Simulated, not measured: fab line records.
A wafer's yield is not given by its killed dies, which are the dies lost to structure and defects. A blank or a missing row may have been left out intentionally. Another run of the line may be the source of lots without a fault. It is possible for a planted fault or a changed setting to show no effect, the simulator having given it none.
One fault seen from 2 desks :: flow nand harc :: each desk has only its own numbers; what lay behind them comes last

## THE DEFECT DESK
What the inspections along the route counted, lot by lot: means of the sampled wafers that have a number. Marked OUT: a lot whose mean sits more than 4 standard deviations from the usual mean, which makes it out of limits; the brackets give that distance.
Columns: A = raw defect count at NHARC_P_CONTACT_INSPECT_27, usual 286
lot: L432
first seen here: day 5 20:50
A: 342

lot: L434
first seen here: day 6 10:26
A: 184

lot: L435
first seen here: day 6 10:59
A: 203

lot: L437
first seen here: day 7 03:22
A: 389

lot: L438
first seen here: day 7 06:46
A: 190

lot: L442
first seen here: day 7 21:20
A: 426

lot: L445
first seen here: day 9 00:18
A: 373

lot: L444
first seen here: day 9 01:13
A: 245

lot: L446
first seen here: day 9 19:25
A: 230

lot: L447
first seen here: day 9 23:03
A: 140

lot: L449
first seen here: day 10 00:43
A: 290

lot: L454
first seen here: day 11 04:50
A: 336

lot: L455
first seen here: day 11 05:35
A: 315
This desk's verdict: no lot among the 13 shows anything out of limits.

## FOR THE TOOL OWNER'S DESK: ald metal-03
The tool's own readings at NHARC_P_CONTACT_ALD_22 (deposits TiN, target thk 3 nm, pulse time 1 s, ald cycles 150): means of the sampled wafers that have a number, for each lot that ran on this tool. Marked OUT: a lot whose mean sits more than 4 standard deviations from the usual mean, which makes it out of limits; the brackets give that distance.
Columns: A = heater power w at NHARC_P_CONTACT_ALD_22, usual 1077 W; B = precursor pulse height rel at NHARC_P_CONTACT_ALD_22, usual 1.001
lot: L445
first seen here: day 8 22:45
A: 1028
B: 0.992

lot: L444
first seen here: day 8 23:58
A: 945
B: 0.989

lot: L446
first seen here: day 9 06:17
A: 1031
B: 1.003

lot: L447
first seen here: day 9 12:46
A: 1019
B: 0.991

lot: L449
first seen here: day 9 23:29
A: 1025
B: 1.013
This desk's verdict: no lot among the 5 shows anything out of limits.

## ALL TOGETHER
Nothing the defect desk looked at was out of limits.
Nothing out of limits was seen by the tool owner's desk.

## WHAT HAD BEEN PUT IN BY THE SIMULATOR
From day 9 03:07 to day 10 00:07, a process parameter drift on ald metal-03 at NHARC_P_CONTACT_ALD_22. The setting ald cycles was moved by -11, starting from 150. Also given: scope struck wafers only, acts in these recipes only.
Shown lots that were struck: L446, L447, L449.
